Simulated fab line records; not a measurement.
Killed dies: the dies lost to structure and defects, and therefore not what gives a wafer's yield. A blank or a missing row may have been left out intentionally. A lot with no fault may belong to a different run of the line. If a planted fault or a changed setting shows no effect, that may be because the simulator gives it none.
Chamber matching || flow nand_harc || rie_diel-06 running NHARC_A_STAIRCASE_TRIM_229: 4 sister chambers
The step chemistry O2, time 211.2 s. 4 wafers are shown with their chamber, then 8 later ones without.

== EACH WAFER AND ITS CHAMBER ==
{"wafer": "L084.6", "chamber": 0, "showerhead_plenum_p_Torr (Torr)": 3.35}
{"wafer": "L089.6", "chamber": 3, "showerhead_plenum_p_Torr (Torr)": 3.34}
{"wafer": "L090.5", "chamber": 2, "showerhead_plenum_p_Torr (Torr)": 3.79}
{"wafer": "L091.1", "chamber": 1, "showerhead_plenum_p_Torr (Torr)": 3.42}

== WAFERS MISSING THEIR CHAMBER ==
{"wafer": "L091.4", "showerhead_plenum_p_Torr (Torr)": 3.34}
{"wafer": "L091.5", "showerhead_plenum_p_Torr (Torr)": 3.34}
{"wafer": "L091.2", "showerhead_plenum_p_Torr (Torr)": 3.34}
{"wafer": "L091.3", "showerhead_plenum_p_Torr (Torr)": 3.78}
{"wafer": "L091.6", "showerhead_plenum_p_Torr (Torr)": 3.34}
{"wafer": "L093.2", "showerhead_plenum_p_Torr (Torr)": 3.34}
{"wafer": "L093.3", "showerhead_plenum_p_Torr (Torr)": 3.34}
{"wafer": "L093.5", "showerhead_plenum_p_Torr (Torr)": 3.33}

== THE CHAMBER EACH PASSED THROUGH ==
{"wafer": "L091.4", "from the rows above": 3, "in truth": 3}
{"wafer": "L091.5", "from the rows above": 3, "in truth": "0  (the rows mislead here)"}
{"wafer": "L091.2", "from the rows above": 3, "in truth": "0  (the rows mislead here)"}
{"wafer": "L091.3", "from the rows above": 2, "in truth": 2}
{"wafer": "L091.6", "from the rows above": 3, "in truth": 3}
{"wafer": "L093.2", "from the rows above": 3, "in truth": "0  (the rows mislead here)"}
{"wafer": "L093.3", "from the rows above": 3, "in truth": 3}
{"wafer": "L093.5", "from the rows above": 3, "in truth": 3}
Correct placement for 5 of the 8. Left unplaced by these rows: 0. Placed wrongly: 3.
How it was worked out, from the rows above alone: a wafer's distance from a chamber is the root of the sum, over the readings, of the square of ((its reading less the chamber's mean) divided by the reading's scatter). If the next closest chamber is less than 2 further off than the closest, the wafer can't be placed; otherwise it belongs to the closest. The mean given for a chamber averages the wafers shown for that chamber. The scatter: root of mean squared gap, hidden wafer to nearest shown wafer, with one shown wafer a chamber.
